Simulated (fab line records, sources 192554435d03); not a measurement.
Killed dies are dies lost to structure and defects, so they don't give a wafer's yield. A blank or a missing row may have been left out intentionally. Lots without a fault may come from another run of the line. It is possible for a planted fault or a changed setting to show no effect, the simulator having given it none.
fab line records + flow n5_finfet
[record]
- lots = 7
- wafers = 39
route steps=1938 shown FIN_SAQP@116 FIN_CUT@174 DUMMY_GATE@228 HKMG_FIN@414 GATE_CUT@501 MOL_CONTACT_COAG@538 BEOL_M4@1111
start_h: hours from the record's opening day to when the first of the lot's shown wafers began + wait_h: hours elapsed since this lot's preceding step + " repeats the value in the row above + L1.1+2: a single row standing in for several wafers + - value missing, or start not given + * or withheld: withheld + < > ~ a bound
route shown NAME@n: NAME is a module with steps in the file, n the number in the route of the first one + usual: mean/standard deviation taken from wafers without a fault + same: alike in all rows + chamber/n: place in a boat + sites: readings site by site + _std_site: how widely they spread, as a standard deviation + _edge_site: outer sites' mean less inner sites' + radius_mm: how far each site lies from the wafer's centre + mask NAME#n: copy n + behind: tool/chamber where the wafer was last shaped + hold: what put the lot on hold/how long, in hours/how the hold closed + device: transistor that didn't switch, given as n, p or np + end of line: the same wafers' tests at the end of the route + where a step has no rows: the recipe by itself + killed: dies lost to structure and defects at the first sort, not the wafer's yield + map: per-die view of a wafer (x killed, . not killed, _ where there is no die)
set.NAME: the setting that was run; set.NAME@STEP: the one run at that earlier step + model.NAME: the simulator's own value behind a step, which no gauge read
lots with deliberately changed settings; one table per step, one row per wafer
[[steps]]
[step N5_FIN_SAQP_ETCH_52]
[recipe]
- chemistry = N2/H2
- target = SOC
- target_depth_a = 1000
- overetch_a = 200
- mask_material = SiARC
- temp_c = 40
- time_s = 150
- ion_energy_ev = 200
- pressure_mtorr = 30
- source_w = 840
- bias_w = 150
- n2_flow_sccm = 200
- h2_flow_sccm = 200
- ends = end_point
[step N5_FIN_CUT_CUT_ETCH_27]
[recipe]
- chemistry = CHF3/O2
- target = SiO2
- target_depth_a = 40
- mask_material = SOC
- overetch_a = 20
- time_s = 4.9
- pressure_mtorr = 30
- source_w = 650
- bias_w = 170
- Ar_flow_sccm = 200
- CHF3_flow_sccm = 50
- O2_flow_sccm = 5
- ion_energy_ev = 200
[step N5_DUMMY_GATE_EXPOSE_12]
[recipe]
- mask_id = GATE
- na = 0.33
- source_shape = annular
- sigma_inner = 0.2
- sigma_outer = 0.6
- polarization = unpolarized
- target_cd_nm = 25
- dose_mj = 34
[step N5_DUMMY_GATE_ETCH_31]
[recipe]
- chemistry = C4F6/O2
- target = SiO2
- mask_material = SOC
- target_depth_a = 825
- time_s = 27.5
- ion_energy_ev = 250
- pressure_mtorr = 30
- source_w = 345
- bias_w = 185
- Ar_flow_sccm = 300
- C4F6_flow_sccm = 10
- O2_flow_sccm = 10
[step N5_DUMMY_GATE_ETCH_32]
[recipe]
- chemistry = CF4
- target = SiO2
- target_depth_a = 35
- time_s = 3.9
- ion_energy_ev = 350
- pressure_mtorr = 10
- icp_w = 800
- bias_w = 400
- cf4_flow_sccm = 80
[step N5_HKMG_FIN_RTA_80]
[recipe]
- temp_c = withheld
- time_s = 2
- ambient = N2
- idle_temp_c = 600
- ramp_up_c_per_s = 150
- ramp_down_c_per_s = 60
- cool_to_c = 600
[step N5_GATE_CUT_CUT_ETCH_54]
[recipe]
- chemistry = Cl2/BCl3
- target = TiN
- mask_material = SiO2
- target_depth_a = 967
- pressure_mtorr = 10
- icp_w = 1000
- bias_w = 126
- Cl2_flow_sccm = 53.25
- bcl3_flow_sccm = 21.75
- Ar_flow_sccm = 25
- ends = cleared
[step N5_MOL_CONTACT_COAG_ETCH_110]
[recipe]
- chemistry = CF4/O2
- target = Si
- target_depth_a = 25
- time_s = 8
- pressure_mtorr = 100
- source_w = 200
- bias_w = 12
- ion_energy_ev = 60
- Ar_flow_sccm = 100
- cf4_flow_sccm = 100
- O2_flow_sccm = 10
[step N5_BEOL_M4_RC_MEAS_101]
[usual]
- DIBL_N = 36.8/2.1
- DIBL_P = 37.1/2.2
- IOFF_P = 0.23/0.041
- SS_N = 71.7/0.61
| lot.wafer | tool      | chamber | start_h | wait_h | set.source_w@FIN_SAQP_ETCH_52 | set.target_depth_a@FIN_CUT_CUT_ETCH_27 | set.dose_mj@DUMMY_GATE_EXPOSE_12 | set.target_depth_a@DUMMY_GATE_ETCH_31 | set.time_s@DUMMY_GATE_ETCH_32 | set.time_s@HKMG_FIN_RTA_80 | set.bias_w@GATE_CUT_CUT_ETCH_54 | set.source_w@MOL_CONTACT_COAG_ETCH_110 | DIBL_N[mV/V] | DIBL_P[mV/V] | IOFF_P[nA/um] | SS_N[mV/dec] |
|-----------|-----------|---------|---------|--------|-------------------------------|----------------------------------------|----------------------------------|---------------------------------------|-------------------------------|----------------------------|---------------------------------|----------------------------------------|--------------|--------------|---------------|--------------|
| L076.1    | prober-01 | 0       | 182.89  | 0.0    | 895.2                         | 40                                     | 34                               | 871.3                                 | 3.9                           | 2                          | 126                             | 200                                    | 33.8         | 35.2         | 0.17          | 70.5         |
| L076.2    | "         | 0       | "       | "      | 840                           | 40                                     | 34                               | 825                                   | 4.693                         | 2.267                      | 139.9                           | 200                                    | 33.1         | 34.1         | 0.13          | 70.6         |
| L076.3    | "         | 0       | "       | "      | 895.2                         | 40                                     | 35.71                            | 871.3                                 | 4.693                         | 2.267                      | 126                             | 200                                    | 35.6         | 36.6         | 0.16          | 71.7         |
| L076.4    | "         | 0       | "       | "      | 840                           | 40                                     | 35.71                            | 871.3                                 | 3.9                           | 2.267                      | 139.9                           | 200                                    | 37.1         | 38.4         | 0.18          | 71.6         |
| L076.5    | "         | 0       | "       | "      | 895.2                         | 40                                     | 34                               | 825                                   | 3.9                           | 2                          | 126                             | 200                                    | 35.7         | 37.0         | 0.18          | 71.1         |
| L076.6    | "         | 0       | "       | "      | 840                           | 40                                     | 35.71                            | 825                                   | 4.693                         | 2                          | 139.9                           | 200                                    | 38.3         | 40.5         | 0.24          | 72.1         |
| L081.1    | prober-02 | 0       | 208.01  | 0.0    | 729.5                         | 35                                     | 32.45                            | 748.3                                 | 3.9                           | 2.193                      | 143.6                           | 200                                    | 34.4         | 34.5         | 0.22          | 71.3         |
| L081.2    | "         | 0       | "       | "      | 840                           | 35                                     | 34                               | 825                                   | 4.196                         | 2                          | 143.6                           | 200                                    | 39.0         | 39.0         | 0.33          | 73.2         |
| L081.3    | "         | 0       | "       | "      | 840                           | 40                                     | 32.45                            | 748.3                                 | 4.196                         | 2                          | 143.6                           | 186.4                                  | 34.4         | 34.5         | 0.24          | 70.6         |
| L081.4    | "         | 0       | "       | "      | 729.5                         | 40                                     | 32.45                            | 825                                   | 3.9                           | 2.193                      | 126                             | 200                                    | 35.9         | 35.6         | 0.25          | 71.5         |
| L081.5    | "         | 0       | "       | "      | 840                           | 40                                     | 34                               | 748.3                                 | 3.9                           | 2                          | 126                             | 186.4                                  | 38.0         | 37.9         | 0.31          | 72.2         |
| L081.6    | "         | 0       | "       | "      | 729.5                         | 35                                     | 34                               | 825                                   | 4.196                         | 2.193                      | 126                             | 186.4                                  | 38.1         | 38.1         | 0.28          | 72.5         |
| L082.1    | prober-02 | 0       | 214.09  | 0.0    | 755.7                         | 35.67                                  | 34                               | 825                                   | 3.9                           | 2                          | 126                             | 200                                    | 38.2         | 36.8         | 0.22          | 72.3         |
| L082.2    | "         | 0       | "       | "      | 755.7                         | 40                                     | 34                               | 825                                   | 3.218                         | 2                          | 126                             | 200                                    | 38.3         | 36.8         | 0.21          | 72.3         |
| L082.3    | "         | 0       | "       | "      | 840                           | 35.67                                  | 34                               | 825                                   | 3.9                           | 2                          | 126                             | 214                                    | 38.9         | 38.7         | 0.26          | 71.8         |
| L082.4    | "         | 0       | "       | "      | 840                           | 40                                     | 34                               | 825                                   | 3.218                         | 2                          | 126                             | 200                                    | 39.4         | 39.2         | 0.26          | 71.9         |
| L082.5    | "         | 0       | "       | "      | 840                           | 35.67                                  | 34                               | 825                                   | 3.218                         | 2                          | 126                             | 214                                    | 38.2         | 37.8         | 0.23          | 71.8         |
| L082.6    | "         | 0       | "       | "      | 755.7                         | 40                                     | 34                               | 825                                   | 3.9                           | 2                          | 126                             | 214                                    | 39.4         | 37.6         | 0.22          | 72.5         |
| L085.1    | prober-01 | 0       | 236.01  | 0.0    | 909                           | 40                                     | 34                               | 883.8                                 | 3.9                           | 2                          | 126                             | 232.2                                  | 37.0         | 37.1         | 0.21          | 72.0         |
| L085.2    | "         | 0       | "       | "      | 840                           | 40                                     | 31.55                            | 825                                   | 4.521                         | 2                          | 115.5                           | 200                                    | 32.1         | 30.6         | 0.13          | 69.9         |
| L085.3    | "         | 0       | "       | "      | 840                           | 36.47                                  | 34                               | 825                                   | 3.9                           | 2                          | 115.5                           | 232.2                                  | 35.6         | 35.6         | 0.19          | 71.5         |
| L085.4    | "         | 0       | "       | "      | 909                           | 40                                     | 31.55                            | 883.8                                 | 3.9                           | 2                          | 115.5                           | 200                                    | 33.1         | 32.2         | 0.16          | 70.2         |
| L085.5    | "         | 0       | "       | "      | 909                           | 36.47                                  | 31.55                            | 825                                   | 4.521                         | 2                          | 126                             | 232.2                                  | 30.4         | 29.4         | 0.12          | 69.7         |
| L085.6    | "         | 0       | "       | "      | 840                           | 36.47                                  | 34                               | 883.8                                 | 4.521                         | 2                          | 126                             | 200                                    | 37.5         | 37.8         | 0.22          | 72.0         |
| L086.1    | prober-02 | 0       | 238.63  | 0.0    | 840                           | 35.91                                  | 33.26                            | 825                                   | 3.9                           | 2.13                       | 146.4                           | 200                                    | 37.0         | 37.6         | 0.20          | 71.7         |
| L086.2    | "         | 0       | "       | "      | 700.5                         | 40                                     | 34                               | 825                                   | 3.9                           | 2.13                       | 146.4                           | 168.1                                  | 36.8         | 37.2         | 0.20          | 71.1         |
| L086.3    | "         | 0       | "       | "      | 840                           | 40                                     | 34                               | 825                                   | 3.9                           | 2                          | 126                             | 200                                    | 37.7         | 37.5         | 0.20          | 71.9         |
| L086.4    | "         | 0       | "       | "      | 700.5                         | 40                                     | 33.26                            | 825                                   | 3.9                           | 2                          | 146.4                           | 200                                    | 33.4         | 33.4         | 0.15          | 70.9         |
| L086.5    | "         | 0       | "       | "      | 700.5                         | 35.91                                  | 33.26                            | 825                                   | 3.9                           | 2.13                       | 126                             | 168.1                                  | 35.4         | 35.2         | 0.16          | 71.5         |
| L086.6    | "         | 0       | "       | "      | 840                           | 35.91                                  | 34                               | 825                                   | 3.9                           | 2                          | 126                             | 168.1                                  | 36.7         | 35.9         | 0.18          | 72.0         |
| L091.1    | prober-02 | 0       | 264.23  | 0.0    | 840                           | 37.21                                  | 34                               | 825                                   | 3.9                           | 2                          | 138.2                           | 200                                    | 37.7         | 38.2         | 0.28          | 72.0         |
| L091.2    | "         | 0       | "       | "      | 840                           | 40                                     | 34                               | 825                                   | 3.9                           | 1.689                      | 126                             | 200                                    | 36.6         | 36.5         | 0.29          | 71.6         |
| L091.3    | "         | 0       | "       | "      | 840                           | 40                                     | 32.42                            | 825                                   | 3.9                           | 1.689                      | 138.2                           | 200                                    | 31.5         | 29.3         | 0.16          | 70.2         |
| L091.4    | "         | 0       | "       | "      | 840                           | 37.21                                  | 32.42                            | 825                                   | 4.783                         | 2                          | 126                             | 200                                    | 33.1         | 32.0         | 0.18          | 70.7         |
| L091.5    | "         | 0       | "       | "      | 840                           | 40                                     | 34                               | 825                                   | 4.783                         | 2                          | 138.2                           | 200                                    | 34.9         | 34.8         | 0.22          | 71.4         |
| L091.6    | "         | 0       | "       | "      | 840                           | 37.21                                  | 32.42                            | 825                                   | 4.783                         | 1.689                      | 126                             | 200                                    | 33.4         | 32.1         | 0.21          | 70.6         |
| L092.2    | prober-02 | 0       | 272.71  | 0.2    | 840                           | 40                                     | 34                               | 825                                   | 3.9                           | 2                          | 126                             | 200                                    | 36.3         | 37.1         | 0.23          | 71.9         |
| L092.4    | "         | 0       | "       | "      | 840                           | 40                                     | 34                               | 825                                   | 3.9                           | 2                          | 126                             | 200                                    | 35.7         | 35.9         | 0.21          | 71.7         |
| L092.5    | "         | 0       | "       | "      | 840                           | 40                                     | 34                               | 825                                   | 3.9                           | 2                          | 126                             | 200                                    | 32.1         | 32.2         | 0.16          | 71.4         |
[[key]]
[split]
- step = N5_FIN_SAQP_ETCH_52
- setting = source_w
- stated_as = 840
response none clear
[split]
- step = N5_FIN_CUT_CUT_ETCH_27
- setting = target_depth_a
- stated_as = 40
response none clear
[split]
- step = N5_DUMMY_GATE_EXPOSE_12
- setting = dose_mj
- stated_as = 34
[response]
- step = N5_BEOL_M4_RC_MEAS_101
- reading = SS_N
- slope = +0.242
- per = 1%
- together_with = all
- explained = 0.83
[response]
- step = N5_BEOL_M4_RC_MEAS_101
- reading = DIBL_N
- slope = +0.668
- per = 1%
- together_with = all
- explained = 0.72
[response]
- step = N5_BEOL_M4_RC_MEAS_101
- reading = DIBL_P
- slope = +0.801
- per = 1%
- together_with = all
- explained = 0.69
[response]
- step = N5_BEOL_M4_RC_MEAS_101
- reading = IOFF_P
- slope = +0.0108
- per = 1%
- together_with = all
- explained = 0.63
[split]
- step = N5_DUMMY_GATE_ETCH_31
- setting = target_depth_a
- stated_as = 825
response none clear
[split]
- step = N5_DUMMY_GATE_ETCH_32
- setting = time_s
- stated_as = 3.9
response none clear
[split]
- step = N5_HKMG_FIN_RTA_80
- setting = time_s
- stated_as = 2
response none clear
[split]
- step = N5_GATE_CUT_CUT_ETCH_54
- setting = bias_w
- stated_as = 126
response none clear
[split]
- step = N5_MOL_CONTACT_COAG_ETCH_110
- setting = source_w
- stated_as = 200
response none clear
